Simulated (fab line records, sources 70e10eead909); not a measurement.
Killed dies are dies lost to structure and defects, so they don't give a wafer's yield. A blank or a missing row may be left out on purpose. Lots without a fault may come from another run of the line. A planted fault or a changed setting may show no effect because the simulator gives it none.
Problem report in the 8D (eight disciplines) form, filled by code | flow nand_harc | the parts of the form that need people (team, actions taken, sign-off) are left out

1. THE PROBLEM
thk_nm at NHARC_A_ONON_D1_THK_MEAS_18 reads a mean of 698 nm on 3 wafers of 2 lots; wafers without a fault read 1000 nm with a standard deviation of 9.3. That is -32 standard deviations from the usual mean.
The step: measures by ellipsometry.
First seen on wafer L380.4, day 10 14:38, on film_metro-02. The record holds 36 wafers of 12 lots with a number at this step. Rule for "out", or "out of limits": more than 4 standard deviations from the usual mean. The other wafers with a number count as sound.

2. WHAT IT IS AND WHAT IT IS NOT
question                    | is                           | is not
which readings at this step | thk_nm                       | -
which lots                  | L380, L382                   | L376, L377, L379, L390, L391, L392, L393, L394, L396, L397
which wafers of those lots  | L380.4, L382.3, L382.6       | L380.1, L380.5, L382.1
read on which gauges        | film_metro-01, film_metro-02 | -
when                        | from day 10 14:38            | up to then (11 sound wafers); but 22 sound wafers of L382, L390, L391, L392, L393, L394, L396, L397 came after

3. SUSPECTS, AND WHAT RULES EACH OUT
Counting: a tool at a process step up to the reading stays a suspect if it ran every lot that is out. Sound lots after the first of them don't rule it out here, since some wafers of a struck lot are sound.
- the gauge at NHARC_A_ONON_D1_THK_MEAS_18: ruled out. The wafers that are out were read on 2 gauges (film_metro-01, film_metro-02).
- rie_diel-09 at NHARC_P_BONDPAD_ACTIVATE_29 (chemistry N2, time 60 s): kept. It ran every lot that is out, first L380 (day 9 02:09); its last sound lot up to then is L379 (day 8 20:54).
- pecvd_onon-01 at NHARC_A_ONON_D1_DEP_16 (target thk 1000 nm): kept. It ran every lot that is out, first L380 (day 10 14:07); its last sound lot up to then is L379 (day 10 06:12).
Left after counting: rie_diel-09 at NHARC_P_BONDPAD_ACTIVATE_29, pecvd_onon-01 at NHARC_A_ONON_D1_DEP_16.

4. THE CAUSE (what the simulator had put in)
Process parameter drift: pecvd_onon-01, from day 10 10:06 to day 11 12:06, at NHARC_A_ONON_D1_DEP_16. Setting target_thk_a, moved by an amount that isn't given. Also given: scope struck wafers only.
Counting left 2 suspects, and this tool is among them.

5. THE CHAIN OF EFFECTS, in route order
Each row: a reading whose mean over the struck wafers that have a number lies more than 3 standard deviations from the usual. Only readings for which the record gives a usual standard deviation are gone through. hours: the time from each lot's start at the first step in this table that gives one to its start at this step, as a median over the lots. sigmas: the change in usual standard deviations.
hours | step                        | reading         | usual   | on struck wafers | change | sigmas
0     | NHARC_A_ONON_D1_THK_MEAS_18 | thk_nm          | 1000 nm | 698              | -302   | -32
396   | NHARC_END_SORT_01           | killed_at_array | 51      | 674              | +623   | +37
396   | NHARC_END_SORT_01           | killed_dies     | 57      | 677              | +620   | +34

6. WHAT WOULD HAVE CAUGHT IT SOONER
In this record the first reading out of limits at a measuring or inspecting step was taken at day 10 14:38, 5 hours after the fault began at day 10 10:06.
Of the tool readings at NHARC_A_ONON_D1_DEP_16 for which the record gives a usual standard deviation, none was out on any struck wafer, so an alarm limit of 4 standard deviations on them would not have fired.
Of the lots that are out (2), L382 began NHARC_A_ONON_D1_DEP_16 on pecvd_onon-01 after day 10 14:38. A hold on the tool at that time would have spared it.
